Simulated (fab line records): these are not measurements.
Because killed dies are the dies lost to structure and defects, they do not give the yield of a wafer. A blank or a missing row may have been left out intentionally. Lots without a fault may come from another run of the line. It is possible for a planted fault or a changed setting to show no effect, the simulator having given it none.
A struck lot beside a sound one ; flow n5Finfet ; 35 out of 1938 route steps
Sound: these wafers, L557.2, L557.3, L557.5. Struck: wafer L569.1; the same lot's L569.4 was not struck, so it is left out; see the end for the cause.
Order at every step that has rows: each side's tool, ch and its chambers, its first start. Under that, the readings that differ: sound wafers ; struck wafers ; difference of the means ; sigmas: that difference in standard deviations of wafers without a fault.
alike: readings with means less than 2 such deviations apart, plus words and numbers identical on both sides. not compared: withheld readings, readings lacking a value on some wafer, bounds such as >300 that could conceal the same value, and numbers that have no deviation in the record and whose values overlap.
A row with sigmas, a row that says differs or no value, or rows on one side alone: a step with any of these is where the two part. When numbers do not overlap yet have no deviation, they are printed without sigmas and do not part them. A reading missing from all wafers of one side parts the sides only when that side holds two or more wafers.

first, 7 steps without rows for these wafers: N5_SD_ACTIVATION_RTA_00 (time 0 s); N5_SD_ACTIVATION_LSA_01 (time 0.0008 s); N5_ILD0_LINER_00 (material SiNx, target thk 4 nm, pulse time 1 s, purge time 2 s); N5_ILD0_FCVD_FILL_01 (material SiO2 flowable, target thk 200 nm, time 328.3 s); N5_ILD0_CURE_02 (time 1800 s); N5_ILD0_CMP_03 (polishes, stops on SiNx, t overpolish 1.9 s, target thk 197.38 nm); N5_ILD0_CMP_07 (polishes SiO2 flowable, stops on poly-Si, t overpolish 1.18 s, target thk 138.88 nm).
N5_ILD0_PRECLEAN_10: cleans in NF3:NH3, afs cycles 5, time 20 s, sublimation time 60 s.
  sound on remotePlasma-02 ch 0, day 4 12:46; struck on remotePlasma-02 ch 0, day 7 15:34
reading;sound;struck;difference;sigmas
timeS (s);20 20 20;11.092;-8.908;
model.SiO2_flowable_of_ILD0_FCVD_FILL_01.thkNm (nm);121.4 120.2 119.6;127;+7;
then, 24 steps without rows for these wafers: N5_ILD0_ALD_15 (deposits SiNx, target thk 24 nm, pulse time 1 s, ald cycles 480); N5_ILD0_CMP_12 (polishes SiNx, stops on poly-Si, t overpolish 6 s, target thk 17.67 nm); N5_SDB_HM_DEP_00 (deposits SiNx from SiH4/NH3/N2, target thk 40 nm, time 35.3 s); N5_SDB_COAT_03 (time 60 s, resist thk 100 nm); N5_SDB_COAT_04 (time 60 s, resist thk 18 nm); N5_SDB_COAT_05 (resist thk 90 nm); N5_SDB_EBR_07; N5_SDB_SOFTBAKE_06 (time 60 s); N5_SDB_EXPOSE_08 (exposes mask SDB); N5_SDB_PEB_09 (peb time 60 s); N5_SDB_DEVELOP_10 (develop time 30 s); N5_SDB_DESCUM_16 (chemistry O2, time 7.9 s); N5_SDB_ETCH_17 (etches SiARC in CF4, target depth 23.4 nm, time 39 s); N5_SDB_ETCH_18 (etches SOC in N2/H2, target depth 100 nm, overetch 20 nm, time 150 s); N5_SDB_STRIP_19 (strips in N2/H2); N5_SDB_STRIP_21 (strips in CF4); N5_SDB_HM_OPEN_20 (chemistry CH3F/O2, target SiNx, stops on poly-Si, target depth 24 nm); N5_SDB_STRIP_22 (strips in N2/H2); N5_SDB_PRECLEAN_23 (cleans in dHF, time 30 s); N5_SDB_DUMMY_REMOVE_24 (chemistry TMAH, target poly-Si, stops on SiO2, target depth 142 nm, time 57 s, rinse time 30 s); N5_SDB_ETCH_25 (etches SiO2 in C4F6/O2, target depth 10 nm, time 3.3 s); N5_SDB_CUT_ETCH_26 (etches Si in HBr/Cl2/O2, target depth 129.6 nm, bt time 20 s, time 51.8 s); N5_SDB_PRECLEAN_38 (cleans in dHF, time 10 s); N5_SDB_PRECLEAN_39 (cleans in O3/DIW, time 45 s).
N5_GATE_CUT_THK_MEAS_24:
  sound: filmMetro-01 at day 5 12:16; struck: filmMetro-01 at day 8 16:19
reading;sound;struck;difference;sigmas
GC_FILL_THK (nm);218.9 218.0 219.1;224.5;+5.8;+3
N5_MOL_CONTACT_COAG_WET_ETCH_116: etches the open film in SC1-inhibited, target depth 4.6 nm, rinse time 30 s.
  sound on wetBench-03 ch 1,2,6, day 5 19:26; struck on wetBench-06 ch 5, day 9 00:56
reading;sound;struck;difference;sigmas
model.SiO2_flowable_of_ILD0_FCVD_FILL_01.thkNm (nm);113.2 112 111.6;118.4;+6.1;
-- record jumps: 9 days separate the struck wafers' starts on either side; left off in module MOL_CONTACT_COAG, taken up again in module PASSIVATION, whose first shown step is the route's number 1936 --
N5_PASSIVATION_PROBE_49:
  sound: prober-01 at day 15 03:10; struck: prober-02 at day 18 01:51
  alike: killed_at_M0_to_M3, killed_at_M4_up, killedAtContacts, killedAtFrontEnd, killedAtOther, killedDies, killedOpen, killedShort

WHERE THEY PART
Within this record, at N5_GATE_CUT_THK_MEAS_24 only. Later steps at which nothing parts them and some readings are alike: N5_PASSIVATION_PROBE_49.

WHY: whatever the simulator had introduced
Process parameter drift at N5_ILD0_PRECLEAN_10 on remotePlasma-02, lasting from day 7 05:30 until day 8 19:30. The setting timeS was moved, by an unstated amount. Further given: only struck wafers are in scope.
